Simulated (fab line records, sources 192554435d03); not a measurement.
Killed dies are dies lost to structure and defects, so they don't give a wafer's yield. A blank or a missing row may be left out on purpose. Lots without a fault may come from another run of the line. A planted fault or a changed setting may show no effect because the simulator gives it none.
A struck lot beside a sound one | flow n5_finfet | 41 steps out of a route of 1938
Sound: wafers L240.1, L240.2, L240.4. Struck: wafer L238.4. (L238.2, L238.6 of the same lot were not struck and are left out.) The cause comes at the end.
At each step with rows: each side's tool, then ch and its chambers, then its first start. Under that, the readings that differ: sound wafers | struck wafers | difference of the means | sigmas: that difference in standard deviations of wafers without a fault.
alike: readings whose means differ by less than 2 such deviations, and words and numbers that are the same on both sides. not compared: withheld readings, readings that some wafer has no value for, bounds like >300 that may hide the same value, and numbers for which the record gives no deviation and whose values overlap.
The two part at a step that has a row with sigmas, a row that says differs or no value, or rows on one side only. Numbers that don't overlap but have no deviation are shown without sigmas and don't part them. A reading that every wafer of one side lacks parts them only if that side has two wafers or more.

N5_SD_EPI_N_SD_RECESS_17: chemistry HBr/Cl2/O2, target depth 41 nm, time 23.7 s, bt time 3 s.
  sound on rie_si-02 ch 0,2,3, day 8 12:29; struck on rie_si-06 ch 3, day 8 01:43
  alike: drypump_motor_current_A, oes_product_au, throttle_valve_pct
  not compared: rf_hours_counter_h
then, 5 steps without rows for these wafers: N5_SD_EPI_N_STRIP_38 (strips in N2/H2); N5_SD_EPI_N_WET_ETCH_43 (etches SiO2 in dHF, time 14 s, target depth 1.5 nm); N5_SD_EPI_N_STRIP_18 (strips in SPM, time 750 s); N5_SD_EPI_N_SRD_20 (time 30 s); N5_SD_EPI_N_PRECLEAN_48 (cleans in NF3:NH3, afs cycles 2, time 20 s, sublimation time 60 s).
N5_SD_EPI_N_VAPOR_ETCH_50: etches Si in HCl, time 54 s.
  sound on epi_rpcvd-03 ch 0, day 8 13:17; struck on epi_rpcvd-04 ch 0, day 8 02:45
  alike: throttle_valve_pct
then, 1 step without rows for these wafers: N5_SD_EPI_N_EPI_21 (deposits Si:P, time 690 s).
N5_SD_EPI_N_EPI_MEAS_23:
  sound on film_metro-01, day 8 15:11; struck on film_metro-01, day 8 05:14
  alike: thk_nm
then, 3 steps without rows for these wafers: N5_SD_EPI_N_PRECLEAN_24 (cleans in O3/DIW, time 60 s); N5_SD_EPI_N_SRD_25 (time 30 s); N5_SD_EPI_N_PRECLEAN_49 (cleans in NF3:NH3, afs cycles 1, time 20 s, sublimation time 60 s).
N5_SD_EPI_N_LINER_46: material SiNx, target thk 3 nm.
  sound on ald_sin-04 ch 0,3, day 8 15:33; struck on ald_sin-03 ch 2, day 8 05:33
  reading                                     | sound | struck | difference | sigmas
  model.SiNx_of_SD_EPI_N_LINER_46.thk_nm (nm) | 3 3 3 | 1.8    | -1.2       |
  alike: heater_power_w
N5_SD_EPI_N_INSPECT_26: inspects for defects (darkfield).
  sound on defect_inspect-01, day 8 15:49; struck on defect_inspect-02, day 8 05:48
  alike: raw_defect_count
then, 8 steps without rows for these wafers: N5_SD_EPI_P_COAT_34 (time 60 s, resist thk 350 nm); N5_SD_EPI_P_COAT_35 (time 60 s, resist thk 35 nm); N5_SD_EPI_P_COAT_03 (resist thk 150 nm); N5_SD_EPI_P_EBR_05; N5_SD_EPI_P_SOFTBAKE_04 (time 60 s); N5_SD_EPI_P_EXPOSE_06 (exposes mask SD P BLK, target cd 240 nm); N5_SD_EPI_P_PEB_07 (peb time 60 s); N5_SD_EPI_P_DEVELOP_08 (develop time 30 s).
N5_SD_EPI_P_CD_MEAS_09: target cd 240 nm.
  sound on cd_sem-01 ch 0, day 8 16:13; struck on cd_sem-03 ch 0, day 8 06:12
  alike: cd_nm
N5_SD_EPI_P_OVL_MEAS_10:
  sound on overlay-02 ch 0, day 8 16:15; struck on overlay-01 ch 0, day 8 06:14
  alike: SD_P_BLK_OVL
N5_SD_EPI_P_INSPECT_11: inspects for defects (macro).
  sound on defect_inspect-02, day 8 16:16; struck on defect_inspect-02, day 8 06:15
  alike: raw_defect_count
N5_SD_EPI_P_DESCUM_14: chemistry O2, time 7.9 s.
  sound on rie_diel-03 ch 0,1,3, day 8 16:19; struck on rie_diel-06 ch 2, day 8 06:17
  reading                     | sound             | struck | difference | sigmas
  drypump_motor_current_A (A) | 6.44 5.93 5.69    | 5.34   | -0.68      | -2
  throttle_valve_pct (%)      | 20.40 20.28 20.61 | 20.90  | +0.47      | +2
  alike: oes_product_au, rf_vpp_V, showerhead_plenum_p_Torr, temp_c
  not compared: rf_hours_counter_h
N5_SD_EPI_P_ETCH_36: etches SiARC in CF4, target depth 45.5 nm, time 75.8 s.
  sound on rie_diel-03 ch 0,1,3, day 8 16:22; struck on rie_diel-06 ch 2, day 8 06:19
  reading                     | sound             | struck | difference | sigmas
  drypump_motor_current_A (A) | 6.41 5.92 5.68    | 5.30   | -0.70      | -3
  rf_vpp_V (V)                | 183.6 183.7 184.4 | 181.2  | -2.7       | -2
  alike: etch_rf_on_time_s, oes_product_au, showerhead_plenum_p_Torr, throttle_valve_pct
  not compared: rf_hours_counter_h
then, 3 steps without rows for these wafers: N5_SD_EPI_P_ETCH_37 (etches SOC in N2/H2, overetch 108 nm, time 486 s); N5_SD_EPI_P_STRIP_38 (strips in N2/H2); N5_SD_EPI_P_ETCHBACK_46 (etches SiNx in CH3F/O2, stops on SiO2, target depth 17.5 nm).
N5_SD_EPI_P_ETCH_47: etches SiOCN in CH3F/O2, target depth 25 nm.
  sound on rie_diel-03 ch 0,1,3, day 8 16:50; struck on rie_diel-06 ch 2, day 8 06:48
  reading                     | sound          | struck | difference | sigmas
  drypump_motor_current_A (A) | 6.41 5.95 5.70 | 5.33   | -0.69      | -2
  alike: CH3F_flow_sccm, oes_product_au, rf_vpp_V, showerhead_plenum_p_Torr, throttle_valve_pct
  not compared: rf_hours_counter_h
then, 7 steps without rows for these wafers: N5_SD_EPI_P_ETCH_16 (etches SiO2 in CHF3/O2, target depth 5 nm); N5_SD_EPI_P_STRIP_50 (strips in CHF3/O2); N5_SD_EPI_P_SD_RECESS_17 (chemistry HBr/Cl2/O2, target depth 39.1 nm, bt time 3 s); N5_SD_EPI_P_WET_ETCH_45 (etches SiO2 in dHF, time 10.7 s, target depth 2 nm, rinse time 30 s); N5_SD_EPI_P_STRIP_40 (strips in N2/H2); N5_SD_EPI_P_PRECLEAN_52 (cleans in O3/DIW, time 60 s); N5_SD_EPI_P_SRD_20 (time 30 s).
N5_SD_EPI_P_PRECLEAN_51: cleans in NF3:NH3, afs cycles 1, time 20 s, sublimation time 60 s.
  sound on epi_rpcvd-02 ch 0, day 8 17:35; struck on epi_rpcvd-03 ch 0, day 8 07:19
  reading                                     | sound       | struck | difference | sigmas
  model.SiNx_of_SD_EPI_N_LINER_46.thk_nm (nm) | 2.6 2.6 2.6 | 1.4    | -1.2       |
then, 1 step without rows for these wafers: N5_SD_EPI_P_VAPOR_ETCH_44 (etches SiGe30 in NF3/Ar, time 3.3 s).
-- the record jumps here: 11 days lie between the struck wafers' starts before and after (it left off in module SD_EPI_P and takes up again in module PASSIVATION, whose first step shown is number 1936 of the route) --
N5_PASSIVATION_PROBE_49:
  sound on prober-01, day 19 10:38; struck on prober-02, day 18 21:47
  alike: killed_at_M0_to_M3, killed_at_M4_up, killed_at_contacts, killed_at_front_end, killed_at_other, killed_dies, killed_on_rim, killed_open, killed_short

WHERE THEY PART
First at N5_SD_EPI_P_DESCUM_14; last, within this record, at N5_SD_EPI_P_ETCH_47. Later steps at which nothing parts them and some readings are alike: N5_PASSIVATION_PROBE_49.

WHY: what the simulator had put in
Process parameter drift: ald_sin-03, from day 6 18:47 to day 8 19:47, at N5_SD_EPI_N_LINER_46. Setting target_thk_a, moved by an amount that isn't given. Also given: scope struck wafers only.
